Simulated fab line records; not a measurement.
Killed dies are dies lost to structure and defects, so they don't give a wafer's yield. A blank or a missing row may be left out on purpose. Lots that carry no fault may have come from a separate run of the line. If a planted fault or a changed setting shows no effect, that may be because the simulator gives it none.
What tool caused it? + flow nand_harc + 39 wafers from 13 lots sampled at 5 of the route's 1159 steps

== WHAT THE GAUGES SHOWED, per wafer ==
NHARC_P_STI_OVL_MEAS_10.
| lot  | measured    | on         | overlay_x_nm (nm) | overlay_y_nm (nm) |
|------|-------------|------------|-------------------|-------------------|
| L287 | day 2 18:07 | overlay-02 | 10 10 10          | 2 2 3             |
| L289 | day 3 01:37 | overlay-02 | 10 10 10          | 3 3 3             |
| L290 | day 3 11:05 | overlay-01 | 5 5 6             | -2 -2 -2          |
| L291 | day 3 18:11 | overlay-01 | -5 -5 -5          | -1 0 0            |
| L294 | day 4 13:17 | overlay-02 | -2 -2 -1          | -5 -5 -5          |
| L299 | day 5 17:18 | overlay-02 | 11 12 12          | -5 -5 -5          |
| L300 | day 5 23:19 | overlay-02 | 6 6 6             | 9 9 9             |
| L301 | day 6 09:10 | overlay-01 | -7 -7 -6          | -2 -2 -2          |
| L303 | day 6 18:43 | overlay-01 | -7 -7 -7          | 5 4 4             |
| L305 | day 7 05:02 | overlay-01 | 6 6 6             | -4 -4 -4          |
| L306 | day 7 10:56 | overlay-01 | 3 3 3             | 4 5 4             |
| L308 | day 8 01:12 | overlay-01 | -1 -1 -1          | 0 0 0             |
| L309 | day 8 05:15 | overlay-02 | -2 -2 -2          | 3 2 3             |

NHARC_P_GATE_OVL_MEAS_27.
| lot  | measured     | on         | overlay_x_nm (nm) | overlay_y_nm (nm) |
|------|--------------|------------|-------------------|-------------------|
| L287 | day 4 15:25  | overlay-02 | 1.0 0.7 1.2       | 1.0 0.8 1.2       |
| L289 | day 5 07:48  | overlay-02 | -0.5 -0.4 -0.3    | -1.5 -1.0 -0.8    |
| L290 | day 5 14:54  | overlay-01 | 1.1 1.7 1.6       | -1.1 -1.6 -2.1    |
| L291 | day 6 01:02  | overlay-01 | 1.5 2.0 1.3       | 0.6 0.7 0.1       |
| L294 | day 6 20:52  | overlay-02 | -0.7 -0.1 -0.2    | -0.4 0.2 0.1      |
| L299 | day 7 23:37  | overlay-01 | -0.2 0.4 -0.9     | 0.0 0.4 0.2       |
| L300 | day 8 00:11  | overlay-02 | 0.1 -0.4 0.2      | -1.0 -0.7 -0.4    |
| L301 | day 8 13:54  | overlay-01 | -0.8 -0.7 -0.6    | 0.3 0.4 0.8       |
| L303 | day 9 00:22  | overlay-01 | 0.1 -1.2 -0.6     | 0.6 0.2 0.5       |
| L305 | day 9 06:01  | overlay-02 | 0.6 0.8 0.5       | 0.7 0.9 0.8       |
| L306 | day 9 20:21  | overlay-01 | -2.1 -2.2 -1.3    | -0.9 -0.9 -1.2    |
| L308 | day 10 04:25 | overlay-02 | 0.0 0.6 0.4       | 1.1 0.9 1.2       |
| L309 | day 10 04:51 | overlay-01 | 0.6 1.0 -0.1      | 1.2 1.2 1.6       |

NHARC_END_SORT_01.
| lot  | measured     | on        | killed_at_array | killed_at_other | killed_at_periphery | killed_dies | killed_open | killed_short |
|------|--------------|-----------|-----------------|-----------------|---------------------|-------------|-------------|--------------|
| L290 | day 20 05:04 | prober-02 | 43 30 43        | 0 1 0           | 634 646 634         | 677 677 677 | 7 2 13      | 1 3 6        |
| L291 | day 21 04:41 | prober-01 | 21 17 17        | 1 0 1           | 655 660 659         | 677 677 677 | 3 5 2       | 1 1 0        |

== WHAT TOOL EACH LOT RAN ON (gives the tool, then ch and the chambers of the sampled wafers, and finally the start) ==
| lot  | NHARC_P_STI_DESCUM_14             | NHARC_P_GATE_STRIP_15              |
|------|-----------------------------------|------------------------------------|
| L287 | rie_diel-04 ch 1,2, day 2 18:18   | wet_bench-02 ch 0,1,3, day 4 02:24 |
| L289 | rie_diel-09 ch 0,1,3, day 3 01:47 | wet_bench-02 ch 3,5,6, day 4 18:16 |
| L290 | rie_diel-01 ch 0,2, day 3 11:16   | wet_bench-01 ch 1,5,6, day 5 01:18 |
| L291 | rie_diel-01 ch 1,2, day 3 18:22   | wet_bench-02 ch 0,5,7, day 5 09:28 |
| L294 | rie_diel-04 ch 0,2,3, day 4 13:28 | wet_bench-07 ch 4,6,7, day 6 06:47 |
| L299 | rie_diel-09 ch 1,3, day 5 17:29   | wet_bench-02 ch 2,3,5, day 7 09:09 |
| L300 | rie_diel-09 ch 1,2, day 5 23:29   | wet_bench-01 ch 1,2,5, day 7 09:04 |
| L301 | rie_diel-09 ch 0,1,3, day 6 09:20 | wet_bench-02 ch 2,4,5, day 7 22:28 |
| L303 | rie_diel-04 ch 0,1,2, day 6 18:53 | wet_bench-07 ch 4,5,7, day 8 10:10 |
| L305 | rie_diel-04 ch 0,2,3, day 7 05:12 | wet_bench-07 ch 2,3,4, day 8 16:24 |
| L306 | rie_diel-01 ch 0,1,3, day 7 11:07 | wet_bench-02 ch 2,3,4, day 9 03:44 |
| L308 | rie_diel-04 ch 0,1,3, day 8 01:23 | wet_bench-07 ch 0,1,7, day 9 14:14 |
| L309 | rie_diel-01 ch 1,2, day 8 05:26   | wet_bench-02 ch 0,5,7, day 9 14:29 |
- NHARC_P_STI_DESCUM_14: chemistry O2, time 3 s.
- NHARC_P_GATE_STRIP_15: strips in SPM, time 780 s.

== WHAT THE TOOLS THEMSELVES READ (means of the sampled wafers that have a number; where no wafer has one, the mark that the record gives instead) ==
NHARC_P_STI_DESCUM_14.
| lot  | tool        | drypump_motor_current_A (A) | oes_product_au (a.u.) | rf_vpp_V (V) | showerhead_plenum_p_Torr (Torr) | throttle_valve_pct (%) |
|------|-------------|-----------------------------|-----------------------|--------------|---------------------------------|------------------------|
| L287 | rie_diel-04 | 5.8                         | 0.990                 | 57.3         | 1.88                            | 11.316                 |
| L289 | rie_diel-09 | 5.4                         | 0.991                 | 57.1         | 1.95                            | 11.303                 |
| L290 | rie_diel-01 | 5.8                         | 1.007                 | 58.6         | 1.99                            | 11.309                 |
| L291 | rie_diel-01 | 5.4                         | 1.002                 | 57.7         | 1.92                            | 11.318                 |
| L294 | rie_diel-04 | 5.8                         | 0.995                 | 57.9         | 1.88                            | 11.313                 |
| L299 | rie_diel-09 | 5.7                         | 0.981                 | 57.9         | 1.93                            | 11.304                 |
| L300 | rie_diel-09 | 5.6                         | 0.989                 | 58.4         | 2.05                            | 11.312                 |
| L301 | rie_diel-09 | 5.4                         | 0.987                 | 56.8         | 1.95                            | 11.311                 |
| L303 | rie_diel-04 | 5.7                         | 1.003                 | 57.5         | 1.87                            | 11.317                 |
| L305 | rie_diel-04 | 5.8                         | 1.002                 | 57.8         | 1.88                            | 11.315                 |
| L306 | rie_diel-01 | 5.9                         | 1.005                 | 58.5         | 1.93                            | 11.305                 |
| L308 | rie_diel-04 | 6.2                         | 0.999                 | 58.2         | 1.84                            | 11.320                 |
| L309 | rie_diel-01 | 5.4                         | 0.997                 | 57.9         | 1.92                            | 11.303                 |

NHARC_P_GATE_STRIP_15.
| lot  | tool         | bath_guard_temp_C (C) | bath_heat_duty_pct (%) |
|------|--------------|-----------------------|------------------------|
| L287 | wet_bench-02 | 129.7                 | 13.2                   |
| L289 | wet_bench-02 | 129.8                 | 13.7                   |
| L290 | wet_bench-01 | -                     | -                      |
| L291 | wet_bench-02 | -                     | -                      |
| L294 | wet_bench-07 | 129.8                 | 14.3                   |
| L299 | wet_bench-02 | 129.4                 | 14.0                   |
| L300 | wet_bench-01 | 130.4                 | 15.0                   |
| L301 | wet_bench-02 | 129.6                 | 14.2                   |
| L303 | wet_bench-07 | 130.3                 | 14.0                   |
| L305 | wet_bench-07 | 130.3                 | 11.9                   |
| L306 | wet_bench-02 | 130.0                 | 14.3                   |
| L308 | wet_bench-07 | 130.7                 | 14.7                   |
| L309 | wet_bench-02 | 129.8                 | 13.8                   |

== THE ANSWER, worked out from the rows above alone ==
Rule: the lots themselves supply what counts as usual. Put in order of their means at a reading, lots are off if they are a third of the lots or fewer, leave a main group of 4 or more, and stand apart from it by a gap of 3 or more times the standard deviation of the main group's means; of several such gaps the widest counts. If all means in a main group match to the digits the tables above print for the reading, that group is not used. Also off: a lot with no number at a reading for which 4 or more lots have one. All remaining lots with rows at the step are treated as sound. The gauges are gone through in route order, then the tools' own readings, and for those a lot's mean is taken as printed above. At the first step where some lot is off, the reading lying furthest off is the one used; lots without a number count as furthest.
Off: L290, L291, at NHARC_P_GATE_STRIP_15 (bath_guard_temp_C). Without a number there: L290, L291. Main group: mean 130.0 C, sd 0.38.
If a tool, at that step or one of the process steps before it, ran each lot that is off and ran no sound lot following the first of them, it fits. Not one of the candidates tried fits.

== WHAT THE SIMULATOR HAD PUT IN ==
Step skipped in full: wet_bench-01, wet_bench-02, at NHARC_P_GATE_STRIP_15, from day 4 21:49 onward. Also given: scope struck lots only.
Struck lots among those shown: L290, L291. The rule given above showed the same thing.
